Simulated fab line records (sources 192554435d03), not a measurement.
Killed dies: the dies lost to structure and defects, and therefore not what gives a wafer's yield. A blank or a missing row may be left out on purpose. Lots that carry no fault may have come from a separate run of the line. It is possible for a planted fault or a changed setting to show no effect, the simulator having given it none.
Split-lot trial + flow n5Finfet + 21 wafers read from 7 lots, route of 1938 steps

SPLIT DETAILS
At N5_FIN_SAQP_HM_DEP_03 (deposits SiNx from SiH4/NH3/N2, target thk 38 nm, time 33.6 s), the setting timeS was moved away from the recipe's 33.6 s on 9 of the 21 wafers read, by -11.0% to +9.1%. All remaining wafers had this setting at the recipe value.

FROM THE SPLIT TO THE READING: what the file shows between them, 14 steps
- N5_FIN_SAQP_THK_MEAS_05
- N5_FIN_SAQP_COAT_50: time 60 s, resist thk 35 nm (also split here: spinRpm)
- N5_FIN_SAQP_COAT_10: resist thk 90 nm
- N5_FIN_SAQP_EBR_12
- N5_FIN_SAQP_DESCUM_21: chemistry O2, time 7.9 s
- N5_FIN_SAQP_ETCH_51: etches SiARC in CF4, target depth 45.5 nm, time 75.8 s
- N5_FIN_SAQP_ETCH_52: etches SOC in N2/H2, target depth 100 nm, overetch 20 nm, time 150 s
- N5_FIN_SAQP_STRIP_53: strips in N2/H2
- N5_FIN_SAQP_HM_OPEN_73: chemistry CHF3/O2, target SiO2, stops on a-Si, target depth 12 nm, time 16.8 s
- N5_FIN_SAQP_ETCH_65: etches SiO2 in CF4, target depth 4 nm, time 4.4 s (also split here: timeS)
- N5_FIN_SAQP_MANDREL_ETCH_58: etches a-Si in HBr/Cl2, stops on SiNx, target depth 45 nm, bt time 10 s, time 27 s (also split here: biasW)
- N5_FIN_SAQP_RECESS_63: chemistry HF/NH3, target SiO2, target depth 18 nm, afs cycles 3, sublimation time 60 s
- N5_FIN_SAQP_COAT_68: time 60 s, resist thk 100 nm
- N5_FIN_SAQP_MANDREL2_REMOVE_60: chemistry HBr/Cl2/O2, target a-Si, stops on SiNx, bt time 10 s

THE READING
etch.depthNm (the simulator's own value, which no gauge read), in nm, at N5_FIN_SAQP_HM_OPEN_33 (chemistry CH3F/O2, target SiNx, target depth 49.4 nm, time 70.6 s). There is no usual value for it anywhere in the file. The 12 wafers here that ran the recipe average 37.20 nm, standard deviation 0.26 nm.

| wafer  | tool, chamber at the split | timeS as run, s | against the recipe | etch.depthNm, nm | against lot-mates on the recipe |
|--------|----------------------------|-----------------|--------------------|------------------|---------------------------------|
| L075.2 | pecvd-03, 0                | 33.6            | recipe             | 36.89            | -                               |
| L075.3 | pecvd-03, 2                | 30.78           | -8.4%              | 32.71            | -4.18                           |
| L075.5 | pecvd-03, 2                | 30.78           | -8.4%              | 34.15            | -2.74                           |
| L077.1 | pecvd-03, 0                | 31.66           | -5.8%              | 35.14            | -2.17                           |
| L077.2 | pecvd-03, 1                | 33.6            | recipe             | 37.51            | -                               |
| L077.3 | pecvd-03, 2                | 33.6            | recipe             | 37.12            | -                               |
| L081.3 | pecvd-01, 1                | 30.69           | -8.7%              | 33.34            | -3.84                           |
| L081.5 | pecvd-01, 2                | 33.6            | recipe             | 37.18            | -                               |
| L081.6 | pecvd-01, 1                | 30.69           | -8.7%              | 34.09            | -3.09                           |
| L085.1 | pecvd-01, 1                | 29.92           | -11.0%             | 33.33            | -4.13                           |
| L085.3 | pecvd-01, 2                | 29.92           | -11.0%             | 32.94            | -4.52                           |
| L085.4 | pecvd-01, 2                | 33.6            | recipe             | 37.46            | -                               |
| L090.2 | pecvd-03, 0                | 33.6            | recipe             | 36.93            | -                               |
| L090.4 | pecvd-03, 2                | 33.6            | recipe             | 36.91            | -                               |
| L090.6 | pecvd-03, 0                | 33.6            | recipe             | 37.63            | -                               |
| L092.1 | pecvd-03, 0                | 36.66           | +9.1%              | 40.28            | +3.48                           |
| L092.4 | pecvd-03, 2                | 36.66           | +9.1%              | 40.54            | +3.74                           |
| L092.6 | pecvd-03, 1                | 33.6            | recipe             | 36.8             | -                               |
| L097.1 | pecvd-03, 1                | 33.6            | recipe             | 37.42            | -                               |
| L097.2 | pecvd-03, 0                | 33.6            | recipe             | 37.16            | -                               |
| L097.3 | pecvd-03, 2                | 33.6            | recipe             | 37.35            | -                               |

FIT RESULTS
A straight line over all 21 wafers: etch.depthNm changes by +0.383 nm for each +1% of timeS; r = +0.98; the points scatter about the line by 0.4 nm.
The same after taking each lot's own level away (the mean of its wafers on the recipe; 21 wafers): +0.399 nm for each +1%; r = +0.99; scatter 0.32 nm.
Per that fit: largest timeS move, reading shift of 4.4 nm.
The span of the lots' own levels, 36.800 to 37.460 nm, comes to 2.5 times the standard deviation stated above.
So the lot-to-lot level changes the slope little: the two slopes agree.
Check: -4.42 nm against its lot-mates is what the line predicts for one of the wafers moved furthest among these (-11.0%) when that wafer is left out of the fit. It came out at -4.13 nm against them.

FURTHER SPLITS ON THESE WAFERS
Other splits were also applied to these wafers ahead of the reading. Each is held against what the fit with the lots' levels taken away leaves over:
| other split on the same wafers    | wafers away from the commonest value | r with etch.depthNm (lot level and that fit taken away) |
|-----------------------------------|--------------------------------------|---------------------------------------------------------|
| N5_ZERO_LAYER_EXPOSE_08 doseMj    | 8                                    | -0.22                                                   |
| N5_ZERO_LAYER_PEB_09 pebTimeS     | as run: not given for these wafers   | -                                                       |
| N5_WELL_APT_COAT_02 spinRpm       | 6                                    | +0.24                                                   |
| N5_WELL_APT_PEB_06 pebTimeS       | 7                                    | +0.01                                                   |
| N5_FIN_SAQP_COAT_50 spinRpm       | 9                                    | +0.16                                                   |
| N5_FIN_SAQP_ETCH_65 timeS         | 7                                    | -0.46                                                   |
| N5_FIN_SAQP_MANDREL_ETCH_58 biasW | 1                                    | -0.61                                                   |

THE WHOLE CHAIN: every reading that the file lists as answering this split, in the file's order
| step                        | what it does                                                                       | reading                                                                           | change (the file's fit)               | r (the file's) |
|-----------------------------|------------------------------------------------------------------------------------|-----------------------------------------------------------------------------------|---------------------------------------|----------------|
| N5_FIN_SAQP_HM_DEP_03       | deposits SiNx from SiH4/NH3/N2, target thk 38 nm, time 33.6 s                      | SiNx_of_FIN_SAQP_HM_DEP_03.thkNm (the simulator's own value, which no gauge read) | +0.392 nm for each +1% of the setting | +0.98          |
| N5_FIN_SAQP_THK_MEAS_05     |                                                                                    | thkNm                                                                             | withheld for each +1% of the setting  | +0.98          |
| N5_FIN_SAQP_MANDREL_ETCH_58 | etches a-Si in HBr/Cl2, stops on SiNx, target depth 45 nm, bt time 10 s, time 27 s | SiNx_of_FIN_SAQP_HM_DEP_03.thkNm (the simulator's own value, which no gauge read) | +0.395 nm for each +1% of the setting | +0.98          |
| N5_FIN_SAQP_HM_OPEN_33      | chemistry CH3F/O2, target SiNx, target depth 49.4 nm, time 70.6 s                  | etchRfOnTimeS                                                                     | withheld for each +1% of the setting  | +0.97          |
| N5_FIN_SAQP_HM_OPEN_33      | chemistry CH3F/O2, target SiNx, target depth 49.4 nm, time 70.6 s                  | etch.depthNm (the simulator's own value, which no gauge read)                     | +0.398 nm for each +1% of the setting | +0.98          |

FILE'S OWN FIT
etch.depthNm changes by +0.398 nm for each +1% of timeS, r = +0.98.
